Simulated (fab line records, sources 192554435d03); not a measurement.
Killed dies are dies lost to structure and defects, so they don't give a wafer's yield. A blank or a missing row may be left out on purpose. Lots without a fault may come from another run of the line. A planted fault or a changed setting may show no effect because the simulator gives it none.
Split-lot experiment | flow n5_finfet | 7 lots, 39 wafers read, on a route of 1938 steps

THE SPLIT
At N5_SD_EPI_N_EPI_21 (deposits Si:P, time 690 s), the setting epi_growth_time_s was moved away from the recipe's 690 s on 15 of the 39 wafers read, by -52.0% to +32.6%. The other wafers ran this setting at the recipe's value.

FROM THE SPLIT TO THE READING: what the file shows between them, 7 steps
- N5_SD_EPI_N_EPI_MEAS_23
- N5_SD_EPI_P_EPI_21: deposits SiGe:B, time 355 s (also split here: time_s)
- N5_SD_EPI_P_EPI_MEAS_23
- N5_SD_EPI_P_HM_STRIP_48: strips SiNx in H3PO4, material SiNx, target depth 3 nm
- N5_SD_EPI_P_SRD_49: time 30 s
- N5_SD_ACTIVATION_RTA_00: time 0 s
- N5_SD_ACTIVATION_LSA_01: time 0.0008 s

THE READING
RS_SD_N, in ohm/sq, at N5_SD_ACTIVATION_RS_MEAS_03 (measures by four-point-probe). Fault-free wafers of this fab line usually give 21.95 ohm/sq, standard deviation 0.28 ohm/sq.

wafer  | tool, chamber at the split | epi_growth_time_s as run, s | against the recipe | RS_SD_N, ohm/sq | against lot-mates on the recipe
L077.1 | epi_rpcvd-04, 0            | 690                         | recipe             | 21.68           | -
L077.2 | epi_rpcvd-04, 0            | 350.4                       | -49.2%             | 39.65           | +17.93
L077.3 | epi_rpcvd-04, 0            | 690                         | recipe             | 21.84           | -
L077.4 | epi_rpcvd-04, 0            | 690                         | recipe             | 21.63           | -
L077.5 | epi_rpcvd-04, 0            | 350.4                       | -49.2%             | 39.66           | +17.94
L077.6 | epi_rpcvd-04, 0            | 350.4                       | -49.2%             | 39.91           | +18.19
L078.1 | epi_rpcvd-01, 0            | 378.1                       | -45.2%             | 37.18           | +14.97
L078.2 | epi_rpcvd-01, 0            | 378.1                       | -45.2%             | 37.45           | +15.24
L078.3 | epi_rpcvd-01, 0            | 690                         | recipe             | 22.30           | -
L078.4 | epi_rpcvd-01, 0            | 690                         | recipe             | 22.11           | -
L078.5 | epi_rpcvd-01, 0            | 378.1                       | -45.2%             | 37.40           | +15.19
L078.6 | epi_rpcvd-01, 0            | 690                         | recipe             | 22.21           | -
L079.1 | epi_rpcvd-01, 0            | 690                         | recipe             | 21.66           | -
L079.2 | epi_rpcvd-01, 0            | 914.6                       | +32.6%             | 17.73           | -3.84
L079.3 | epi_rpcvd-01, 0            | 914.6                       | +32.6%             | 17.52           | -4.05
L079.4 | epi_rpcvd-01, 0            | 690                         | recipe             | 21.27           | -
L079.5 | epi_rpcvd-01, 0            | 690                         | recipe             | 21.79           | -
L079.6 | epi_rpcvd-01, 0            | 914.6                       | +32.6%             | 17.56           | -4.01
L084.1 | epi_rpcvd-02, 0            | 331.2                       | -52.0%             | 42.05           | +20.21
L084.2 | epi_rpcvd-02, 0            | 690                         | recipe             | 21.64           | -
L084.3 | epi_rpcvd-02, 0            | 331.2                       | -52.0%             | 42.77           | +20.93
L084.4 | epi_rpcvd-02, 0            | 690                         | recipe             | 21.98           | -
L084.5 | epi_rpcvd-02, 0            | 331.2                       | -52.0%             | 42.53           | +20.69
L084.6 | epi_rpcvd-02, 0            | 690                         | recipe             | 21.90           | -
L089.1 | epi_rpcvd-04, 0            | 690                         | recipe             | 22.26           | -
L089.2 | epi_rpcvd-04, 0            | 690                         | recipe             | 21.80           | -
L089.3 | epi_rpcvd-04, 0            | 690                         | recipe             | 21.78           | -
L089.4 | epi_rpcvd-04, 0            | 690                         | recipe             | 21.80           | -
L089.5 | epi_rpcvd-04, 0            | 690                         | recipe             | 22.19           | -
L089.6 | epi_rpcvd-04, 0            | 690                         | recipe             | 21.96           | -
L090.2 | epi_rpcvd-04, 0            | 690                         | recipe             | 22.48           | -
L090.3 | epi_rpcvd-04, 0            | 690                         | recipe             | 22.13           | -
L090.6 | epi_rpcvd-04, 0            | 690                         | recipe             | 22.34           | -
L095.1 | epi_rpcvd-02, 0            | 432.5                       | -37.3%             | 33.07           | +11.10
L095.2 | epi_rpcvd-02, 0            | 690                         | recipe             | 21.80           | -
L095.3 | epi_rpcvd-02, 0            | 690                         | recipe             | 21.97           | -
L095.4 | epi_rpcvd-02, 0            | 432.5                       | -37.3%             | 32.29           | +10.32
L095.5 | epi_rpcvd-02, 0            | 690                         | recipe             | 22.13           | -
L095.6 | epi_rpcvd-02, 0            | 432.5                       | -37.3%             | 32.52           | +10.55

THE FIT
A straight line over all 39 wafers: RS_SD_N changes by -0.315 ohm/sq for each +1% of epi_growth_time_s; r = -0.97; the points scatter about the line by 2 ohm/sq.
The same after taking each lot's own level away (the mean of its wafers on the recipe; 39 wafers): -0.314 ohm/sq for each +1%; r = -0.97; scatter 2.1 ohm/sq.
On that fit, the largest move of epi_growth_time_s shifts the reading by 16 ohm/sq.
The lots' own levels span 21.573 to 22.317 ohm/sq, that is 2.7 times the standard deviation above.
So the lot-to-lot level changes the slope little: the two slopes agree.
Check: with one of the wafers moved furthest among these (-52.0%) left out of the fit, the line predicts +17 ohm/sq for it against its lot-mates. It came out at +20.2 ohm/sq against them.

OTHER SPLITS ON THESE WAFERS
These wafers also went through other splits before the reading. Each is held against what the fit with the lots' levels taken away leaves over:
other split on the same wafers | wafers away from the commonest value | r with RS_SD_N (lot level and that fit taken away)
N5_FIN_SAQP_PECVD_47 time_s    | 12                                   | -0.16
N5_SD_EPI_P_EPI_21 time_s      | 12                                   | +0.22

THE WHOLE CHAIN: every reading that the file lists as answering this split, in the file's order
step                        | what it does                 | reading                                                                         | change (the file's fit)               | r (the file's)
N5_SD_EPI_N_EPI_21          | deposits Si:P, time 690 s    | Si-P_of_SD_EPI_N_EPI_21.thk_nm (the simulator's own value, which no gauge read) | +0.524 nm for each +1% of the setting | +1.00
N5_SD_EPI_N_EPI_MEAS_23     |                              | thk_nm                                                                          | withheld for each +1% of the setting  | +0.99
N5_SD_ACTIVATION_RS_MEAS_03 | measures by four-point-probe | RS_SD_N                                                                         | -0.329 for each +1% of the setting    | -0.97

THE FILE'S OWN FIT
RS_SD_N changes by -0.329 ohm/sq for each +1% of epi_growth_time_s, r = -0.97.
